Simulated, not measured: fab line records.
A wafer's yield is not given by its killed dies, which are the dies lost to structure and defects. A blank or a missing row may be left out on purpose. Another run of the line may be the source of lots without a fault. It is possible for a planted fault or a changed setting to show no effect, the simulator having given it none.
Struck lot and sound lot, side by side :: flow n5Finfet :: 15 steps out of a route of 1938
Sound: wafers L407.3, L407.4, L407.5. Struck: wafer L412.6. (L412.2 of the same lot was not struck and is left out.) The cause comes at the end.
Each step with rows lists, per side, the tool, then ch with its chambers, then its first start. Under that, the readings that differ: sound wafers :: struck wafers :: difference of the means :: sigmas: that difference in standard deviations of wafers without a fault.
alike: same words and numbers on both sides, and readings whose means sit less than 2 such deviations apart. not compared: any withheld reading, any reading some wafer has no value for, any bound like >300 that may hide the same value, and any number with overlapping values for which the record gives no deviation.
Wherever a step has rows on one side only, a row that says differs or no value, or a row with sigmas, the two part there. When numbers do not overlap yet have no deviation, they are printed without sigmas and do not part them. A reading missing from all wafers of one side parts the sides only when that side holds two or more wafers.

N5_MOL_CONTACT_COAG_OVL_MEAS_85:
  sound on overlay-01 ch 0, day 6 22:41; struck on overlay-01 ch 0, day 8 06:34
  alike: VG_OVL
N5_MOL_CONTACT_COAG_INSPECT_57: inspects for defects (brightfield).
  sound: defectInspect-02 at day 6 22:44; struck: defectInspect-02 at day 8 06:37
  alike: rawDefectCount
N5_MOL_CONTACT_COAG_DESCUM_88: chemistry O2, time 7 s.
  sound on rieDiel-05 ch 0,3, day 6 23:03; struck on rieDiel-05 ch 1, day 8 06:59
  alike: drypumpMotorCurrentA, oesProductAu, rfVppV, showerheadPlenumPTorr, throttleValvePct
  not compared: rfHoursCounterH
then, 2 steps without rows for these wafers: N5_MOL_CONTACT_COAG_ETCH_89 (etches underlayer in N2/H2, target depth 13 nm, time 10.4 s); N5_MOL_CONTACT_COAG_ETCH_90 (etches SiARC in CF4, target depth 13 nm, time 21.7 s).
N5_MOL_CONTACT_COAG_ALD_131: deposits SiO2, target thk 5 nm, pulse time 1 s, co reactant pulse time 1 s.
  sound on aldSin-04 ch 0,1,2, day 6 23:11; struck on aldSin-02 ch 0, day 8 07:07
  alike: chamberPressureTorr, heaterPowerW, precursorPulseHeightRel
  not compared: sinceWetCleanH
then, 1 step without rows for these wafers: N5_MOL_CONTACT_COAG_ETCHBACK_132 (etches SiO2 in CHF3, target depth 10 nm, time 6.7 s).
N5_MOL_CONTACT_COAG_ETCH_91: etches SOC in N2/H2, target depth 60 nm, overetch 21 nm, time 101.2 s.
  sound on rieDiel-02 ch 0,1,2, day 6 23:25; struck on rieDiel-04 ch 1, day 8 07:22
  alike: drypumpMotorCurrentA, oesProductAu, rfVppV, showerheadPlenumPTorr, throttleValvePct
  not compared: rfHoursCounterH
then, 2 steps without rows for these wafers: N5_MOL_CONTACT_COAG_STRIP_92 (strips in N2/H2); N5_MOL_CONTACT_COAG_STRIP_93 (strips in N2/H2).
N5_MOL_CONTACT_COAG_ETCHBACK_135: etches SiO2 in CHF3, target depth 25 nm, time 16.7 s.
  sound on rieDiel-02 ch 0,1,2, day 6 23:31; struck on rieDiel-04 ch 1, day 8 07:28
  alike: drypumpMotorCurrentA, oes_f_703_au, oesProductAu, rfVppV, showerheadPlenumPTorr, throttleValvePct
  not compared: rfHoursCounterH
then, 1 step without rows for these wafers: N5_MOL_CONTACT_COAG_STRIP_118 (strips in CHF3).
N5_MOL_CONTACT_COAG_VIA_ETCH_46: etches SiO2 in C4F6/O2, target depth 46 nm, overetch 9.2 nm, time 40 s.
  sound on rieDiel-02 ch 0,1,2, day 6 23:32; struck on rieDiel-04 ch 1, day 8 07:29
reading: model.SOC_of_MOL_CONTACT_COAG_COAT_75.thkNm (nm)
sound: 50.4 50.6 50.6
struck: 46.8
difference: -3.7
sigmas: 
  alike: drypumpMotorCurrentA, oes_f_703_au, oesProductAu, rfVppV, showerheadPlenumPTorr, throttleValvePct
  not compared: rfHoursCounterH
N5_MOL_CONTACT_COAG_STRIP_96: strips in N2/H2.
  sound on rieDiel-02 ch 0,1,2, day 6 23:37; struck on rieDiel-04 ch 1, day 8 07:34
  alike: drypumpMotorCurrentA, oesProductAu, rfVppV, showerheadPlenumPTorr, throttleValvePct
  not compared: rfHoursCounterH
-- a jump in the record: the struck wafers' starts before and after are 9 days apart (it breaks off in module MOL_CONTACT_COAG and resumes in module PASSIVATION, where the first step shown is number 1936 of the route) --
N5_PASSIVATION_PROBE_49:
  only the struck wafers here have rows in the record (prober-01, day 17 14:14); the sound ones have none

WHERE THEY PART
N5_PASSIVATION_PROBE_49 only, going by this record.

WHY: whatever the simulator had introduced
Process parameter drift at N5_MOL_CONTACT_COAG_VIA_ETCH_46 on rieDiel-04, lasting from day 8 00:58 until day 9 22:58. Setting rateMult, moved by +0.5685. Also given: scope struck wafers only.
